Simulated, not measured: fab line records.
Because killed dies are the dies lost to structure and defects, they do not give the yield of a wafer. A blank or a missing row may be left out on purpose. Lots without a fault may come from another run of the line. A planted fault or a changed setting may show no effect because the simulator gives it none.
fab line records ; flow n5_finfet ; part 2 of 2: steps 23 to 36 of 36
record: lots: 5; wafers: 15; last_day: 18
route steps=1938 shown BEOL_M4@1024
lots that met no fault: from a run of the same line without faults
start_h: the number of hours between the record's first day and the start of the first shown wafer of the lot ; wait_h: hours from the lot's prior step to this one ; " the same as in the row above ; L1.1+2: a single row standing in for several wafers ; - either no value or no given start ; * or withheld: withheld ; < > ~ a bound
route shown NAME@n: a module of which the file shows steps, and the number in the route of the first ; usual: the fault-free wafers' mean and standard deviation ; same: alike in all rows ; chamber/n: place in a boat ; sites: per-site readings ; _std_site: standard deviation of those values ; _edge_site: inner sites' mean taken away from outer sites' mean ; radius_mm: for every site, how far away it sits from the centre of the wafer ; mask NAME#n: copy n ; behind: the tool/chamber that last shaped the wafer ; hold: why the lot was held/for how many hours/how that ended ; device: names the non-switching transistor (n, p or np) ; end of line: the tests these same wafers got at the end of their route ; where a step has no rows: the recipe by itself ; killed: not the wafer's yield, but the dies lost to structure and defects at the first sort ; map: a wafer's dies, x killed, . not, _ none there
set.NAME: the setting that was run; set.NAME@STEP: the one run at that earlier step ; model.NAME: the simulator's own value behind a step, which no gauge read
lots at some steps of the route; a table a step, a row a wafer
services: the hour from which a tool's chamber was out of use, counted from the record's first day as start_h (under 0 if before that day), plus the number of hours and why
== steps ==
step: N5_BEOL_M4_CD_MEAS_18
recipe: pitch_nm: 36; target_cd_nm: 18
usual: cd_nm: 18.0/0.38
lot.wafer;tool;chamber;start_h;wait_h;cd_nm
L074.1;cd_sem-01;-;154.86;0.0;18.5
L074.4;cd_sem-01;-;154.86;0.0;18.3
L074.5;cd_sem-01;-;154.86;0.0;18.5
L081.1;cd_sem-01;-;202.69;0.0;18.4
L081.2;cd_sem-01;-;202.69;0.0;18.1
L081.5;cd_sem-01;-;202.69;0.0;17.8
L082.3;cd_sem-02;-;205.80;0.1;17.5
L082.5;cd_sem-02;-;205.80;0.1;18.0
L082.6;cd_sem-02;-;205.80;0.1;17.8
L083.2;cd_sem-02;-;208.43;0.1;18.1
L083.4;cd_sem-02;-;208.43;0.1;17.6
L083.6;cd_sem-02;-;208.43;0.1;17.3
L097.2;cd_sem-02;-;305.48;0.1;17.8
L097.4;cd_sem-02;-;305.48;0.1;18.3
L097.5;cd_sem-02;-;305.48;0.1;17.7
step: N5_BEOL_M4_COAT_67
recipe: resist: SOC; temp_c: 250; time_s: 60; spin_rpm: 1500; resist_thk_nm: 60
lot.wafer;tool;chamber;start_h;wait_h
L074.1+4+5;litho_track-03;0;154.90;0.0
L081.1+2+5;litho_track-02;0;202.73;0.0
L082.3+5+6;litho_track-02;0;205.83;0.0
L083.2+4+6;litho_track-03;0;208.47;0.0
L097.2+4+5;litho_track-02;0;305.51;0.0
step: N5_BEOL_M4_COAT_68
recipe: resist: SiARC; temp_c: 220; time_s: 60; spin_rpm: 1500; resist_thk_nm: 12
lot.wafer;tool;chamber;start_h;wait_h
L074.1+4+5;litho_track-03;0;-;-
L081.1+2+5;litho_track-02;0;-;-
L082.3+5+6;litho_track-02;0;-;-
L083.2+4+6;litho_track-03;0;-;-
L097.2+4+5;litho_track-02;0;-;-
step: N5_BEOL_M4_COAT_76
recipe: resist: underlayer; temp_c: 205; time_s: 60; spin_rpm: 1500; resist_thk_nm: 5
lot.wafer;tool;chamber;start_h;wait_h
L074.1+4+5;litho_track-03;0;-;-
L081.1+2+5;litho_track-02;0;-;-
L082.3+5+6;litho_track-02;0;-;-
L083.2+4+6;litho_track-03;0;-;-
L097.2+4+5;litho_track-02;0;-;-
step: N5_BEOL_M4_COAT_22
recipe: resist: CAR-EUV; spin_rpm: 1500; resist_thk_nm: 30
lot.wafer;tool;chamber;start_h;wait_h
L074.1+4+5;litho_track-03;0;-;-
L081.1+2+5;litho_track-02;0;-;-
L082.3+5+6;litho_track-02;0;-;-
L083.2+4+6;litho_track-03;0;-;-
L097.2+4+5;litho_track-02;0;-;-
step: N5_BEOL_M4_EBR_24
recipe: solvent: PGMEA; ebr_width_mm: 1.5
lot.wafer;tool;chamber;start_h;wait_h
L074.1+4+5;litho_track-03;0;-;-
L081.1+2+5;litho_track-02;0;-;-
L082.3+5+6;litho_track-02;0;-;-
L083.2+4+6;litho_track-03;0;-;-
L097.2+4+5;litho_track-02;0;-;-
step: N5_BEOL_M4_SOFTBAKE_23
recipe: temp_c: 110; time_s: 60; resist: CAR-EUV
lot.wafer;tool;chamber;start_h;wait_h
L074.1+4+5;litho_track-03;0;-;-
L081.1+2+5;litho_track-02;0;-;-
L082.3+5+6;litho_track-02;0;-;-
L083.2+4+6;litho_track-03;0;-;-
L097.2+4+5;litho_track-02;0;-;-
step: N5_BEOL_M4_EXPOSE_25
recipe: mask_id: V3; na: 0.33; source_shape: quasar; sigma_inner: 0.2; sigma_outer: 0.8; polarization: unpolarized; defocus_nm: 5; dose_mj: 63
lot.wafer;tool;chamber;start_h;wait_h;mask
L074.1+4+5;euv_scanner-02;0;155.03;-;V3#0
L081.1+2+5;euv_scanner-01;0;202.86;-;V3#0
L082.3+5+6;euv_scanner-01;0;205.99;-;V3#0
L083.2+4+6;euv_scanner-02;0;208.74;-;V3#0
L097.2+4+5;euv_scanner-02;0;305.66;-;V3#0
step: N5_BEOL_M4_PEB_26
recipe: peb_temp_c: 100; peb_time_s: 60; resist: CAR-EUV
lot.wafer;tool;chamber;start_h;wait_h
L074.1+4+5;litho_track-02;0;155.11;0.1
L081.1+2+5;litho_track-03;0;202.94;0.1
L082.3+5+6;litho_track-01;0;206.05;0.1
L083.2+4+6;litho_track-03;0;208.81;0.1
L097.2+4+5;litho_track-02;0;305.73;0.1
step: N5_BEOL_M4_DEVELOP_27
recipe: develop_time_s: 30; developer: TMAH; resist: CAR-EUV; rinse_liquid: surfactant_rinse; dry: air_spin; dev_temp_c: 23
lot.wafer;tool;chamber;start_h;wait_h
L074.1+4+5;litho_track-02;0;-;-
L081.1+2+5;litho_track-03;0;-;-
L082.3+5+6;litho_track-01;0;-;-
L083.2+4+6;litho_track-03;0;-;-
L097.2+4+5;litho_track-02;0;-;-
step: N5_BEOL_M4_CD_MEAS_28
recipe: target_cd_nm: 26.2; landing_energy_ev: 500; detector: se_inlens; target_cd_y_nm: 24.1; polarity: opening
usual: cd_nm: 26.12/0.29
lot.wafer;tool;chamber;start_h;wait_h;cd_nm
L074.1;cd_sem-02;0;155.18;-;26.25
L074.4;cd_sem-02;0;155.18;-;25.68
L074.5;cd_sem-02;0;155.18;-;25.83
L081.1;cd_sem-03;0;203.01;-;26.14
L081.2;cd_sem-03;0;203.01;-;26.36
L081.5;cd_sem-03;0;203.01;-;26.01
L082.3;cd_sem-02;0;206.12;-;26.49
L082.5;cd_sem-02;0;206.12;-;26.51
L082.6;cd_sem-02;0;206.12;-;26.20
L083.2;cd_sem-03;0;208.87;-;26.30
L083.4;cd_sem-03;0;208.87;-;26.18
L083.6;cd_sem-03;0;208.87;-;26.69
L097.2;cd_sem-03;0;305.80;-;25.66
L097.4;cd_sem-03;0;305.80;-;25.74
L097.5;cd_sem-03;0;305.80;-;25.96
step: N5_BEOL_M4_OVL_MEAS_29
recipe: points_per_wafer: 522
usual: V3_OVL: 0.2/0.62
same: points_per_wafer: 522
lot.wafer;tool;chamber;start_h;wait_h;V3_OVL[nm]
L074.1;overlay-02;0;155.21;0.0;1.1
L074.4;overlay-02;0;155.21;0.0;1.1
L074.5;overlay-02;0;155.21;0.0;1.2
L081.1;overlay-01;0;203.04;0.0;-1.1
L081.2;overlay-01;0;203.04;0.0;0.6
L081.5;overlay-01;0;203.04;0.0;-1.2
L082.3;overlay-02;0;206.16;0.0;-0.1
L082.5;overlay-02;0;206.16;0.0;-1.1
L082.6;overlay-02;0;206.16;0.0;-0.4
L083.2;overlay-02;0;208.91;0.0;0.8
L083.4;overlay-02;0;208.91;0.0;0.6
L083.6;overlay-02;0;208.91;0.0;0.3
L097.2;overlay-01;0;305.83;0.0;0.1
L097.4;overlay-01;0;305.83;0.0;-0.3
L097.5;overlay-01;0;305.83;0.0;0.3
step: N5_BEOL_M4_INSPECT_30
recipe: mode: adi; inspect_instrument: brightfield
usual: raw_defect_count: 429/84
lot.wafer;tool;chamber;start_h;wait_h;raw_defect_count
L074.1;defect_inspect-02;-;155.27;0.1;265
L074.4;defect_inspect-02;-;155.27;0.1;373
L074.5;defect_inspect-02;-;155.27;0.1;355
L081.1;defect_inspect-01;-;203.11;0.1;431
L081.2;defect_inspect-01;-;203.11;0.1;517
L081.5;defect_inspect-01;-;203.11;0.1;440
L082.3;defect_inspect-01;-;206.21;0.0;634
L082.5;defect_inspect-01;-;206.21;0.0;635
L082.6;defect_inspect-01;-;206.21;0.0;437
L083.2;defect_inspect-01;-;208.96;0.0;310
L083.4;defect_inspect-01;-;208.96;0.0;385
L083.6;defect_inspect-01;-;208.96;0.0;271
L097.2;defect_inspect-01;-;305.88;0.0;465
L097.4;defect_inspect-01;-;305.88;0.0;421
L097.5;defect_inspect-01;-;305.88;0.0;505
step: N5_BEOL_M4_DESCUM_33
recipe: chemistry: O2; time_s: 7; source_power_w: 50; bias_power_w: 20; pressure_mtorr: 20; rf_frequency_hz: 2.712e+07; temp_c: 40; resist: CAR-EUV; o2_flow_sccm: 225
usual: drypump_motor_current_A: 5.7/0.46; oes_product_au: 0.83/0.091; rf_vpp_V: 243.3/1.3; showerhead_plenum_p_Torr: 2.10/0.069; throttle_valve_pct: 20.31/0.2
lot.wafer;tool;chamber;start_h;wait_h;drypump_motor_current_A;oes_product_au;rf_hours_counter_h;rf_vpp_V;showerhead_plenum_p_Torr;throttle_valve_pct
L074.1;rie_diel-02;3;155.46;0.2;5.6;0.94;8;245.4;2.14;20.01
L074.4;rie_diel-02;0;155.46;0.2;5.8;0.72;182;240.4;1.99;20.34
L074.5;rie_diel-02;0;155.46;0.2;5.8;0.72;-;241.9;1.99;20.33
L081.1;rie_diel-05;1;203.14;0.0;5.6;0.84;54;240.6;2.04;20.45
L081.2;rie_diel-05;0;203.14;0.0;5.8;0.90;34;242.2;2.04;20.28
L081.5;rie_diel-05;0;203.14;0.0;5.8;0.88;-;242.2;2.04;20.25
L082.3;rie_diel-05;2;206.51;0.3;6.5;0.69;250;244.6;2.15;20.74
L082.5;rie_diel-05;2;206.51;0.3;6.5;0.69;-;243.2;2.14;20.73
L082.6;rie_diel-05;0;206.51;0.3;5.8;0.88;-;243.4;2.04;20.24
L083.2;rie_diel-04;3;209.02;0.1;6.5;0.71;213;244.8;2.16;20.57
L083.4;rie_diel-04;1;209.02;0.1;5.4;0.87;48;243.3;2.13;20.26
L083.6;rie_diel-04;2;209.02;0.1;5.8;0.68;-;242.1;2.04;20.47
L097.2;rie_diel-04;2;305.92;0.0;5.7;0.93;27;243.4;2.03;20.15
L097.4;rie_diel-04;0;305.92;0.0;5.2;0.85;-;242.4;2.03;19.83
L097.5;rie_diel-04;2;305.92;0.0;5.7;0.93;-;242.4;2.03;20.17
== services ==
tool;chamber;start_h;hours;kind
euv_scanner-01;-;135.55;1.0;pm
euv_scanner-02;-;145.82;1.0;pm
rie_metal-02;-;149.58;14.6;pm
euv_scanner-02;-;156.89;4.6;pm
euv_scanner-01;-;161.52;5.8;pm
rie_diel-04;0;163.15;-;clean
rie_diel-04;0;163.15;-;consumable_replace:focus_ring
rie_diel-04;0;163.15;21.2;scheduled_down
rie_diel-04;0;163.15;21.2;vent_cycle
rie_diel-04;2;165.46;6.9;repair
rie_metal-02;-;166.89;0.1;repair
euv_scanner-01;-;171.49;0.6;repair
euv_scanner-01;-;191.70;1.0;pm
euv_scanner-01;-;197.22;0.1;repair
euv_scanner-01;-;197.84;0.7;repair
euv_scanner-02;-;201.99;1.0;pm
rie_diel-04;0;212.51;4.9;repair
rie_diel-04;2;214.43;1.4;repair
rie_diel-04;2;217.64;-;clean
rie_diel-04;2;217.64;-;consumable_replace:focus_ring
euv_scanner-01;-;224.93;107.6;repair
euv_scanner-02;-;272.16;1.0;pm
rie_metal-01;1;276.01;6.2;repair
rie_diel-04;3;302.35;11.0;repair
